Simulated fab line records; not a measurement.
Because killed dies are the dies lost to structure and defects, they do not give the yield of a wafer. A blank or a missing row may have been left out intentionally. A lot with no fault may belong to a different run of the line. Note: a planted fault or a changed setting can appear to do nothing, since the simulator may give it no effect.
Matching of chambers ; flow nand-harc ; 4 sister chambers for NHARC_A_STAIRCASE_STRIP_476 on rie-diel-07
The step strips in O2, time 20 s. 16 wafers are shown with their chamber, then 8 later ones without.

WAFERS, EACH WITH ITS CHAMBER
wafer;chamber;showerhead-plenum-p-Torr (Torr);throttle-valve-pct (%);rf-vpp-V (V)
L074.3;1;3.75;17.034;57.7
L074.4;0;3.58;17.046;58.0
L074.6;0;3.58;17.031;57.5
L076.1;3;3.42;17.022;59.0
L076.4;2;3.55;17.044;58.8
L076.6;3;3.42;17.038;59.2
L081.2;1;3.74;17.035;57.8
L081.5;2;3.54;17.029;56.2
L081.6;3;3.41;17.027;57.4
L083.1;2;3.54;17.023;56.9
L083.2;0;3.57;17.056;59.0
L083.6;2;3.54;17.039;59.1
L084.1;3;3.41;17.032;58.9
L084.3;2;3.54;17.033;57.7
L084.6;3;3.41;17.028;57.0
L088.2;2;3.53;17.029;57.1

SIGNATURES (averages over the wafers above)
reading;chamber 0;chamber 1;chamber 2;chamber 3;scatter within a chamber
showerhead-plenum-p-Torr;3.5767;3.7450;3.5400;3.4140;0.00603
throttle-valve-pct;17.04433;17.03450;17.03283;17.02940;0.0079
rf-vpp-V;58.167;57.750;57.633;58.300;0.988
Rule: for each reading, subtract the chamber's mean from the wafer's reading, divide by that reading's scatter and square the result; add these up over the readings and take the root, which gives the wafer's distance from the chamber. If the next closest chamber is less than 2 further off than the closest, the wafer can't be placed; otherwise it belongs to the closest. The scatter: the root of (the sum of the squares of (reading less its chamber's mean) over the shown wafers, divided by (wafers less chambers)).

WAFERS MISSING THEIR CHAMBER
wafer;showerhead-plenum-p-Torr (Torr);throttle-valve-pct (%);rf-vpp-V (V)
L088.4;3.56;17.047;56.7
L088.5;3.73;17.046;58.3
L091.2;3.73;17.028;58.4
L091.4;3.56;17.025;59.0
L091.5;3.40;17.032;58.1
L092.1;3.40;17.041;57.4
L092.3;3.73;17.042;59.2
L092.6;3.40;17.030;58.4

WHICH CHAMBER EACH WENT THROUGH
wafer;from the rows above;in truth
L088.4;can't be placed: 0 or 2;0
L088.5;1;1
L091.2;1;1
L091.4;can't be placed: 2 or 0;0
L091.5;3;3
L092.1;3;3
L092.3;1;1
L092.6;3;3
6 of 8 placed correctly. Not placeable from these rows: 2 (in 2, the candidates include the true chamber). Placed wrongly: 0.
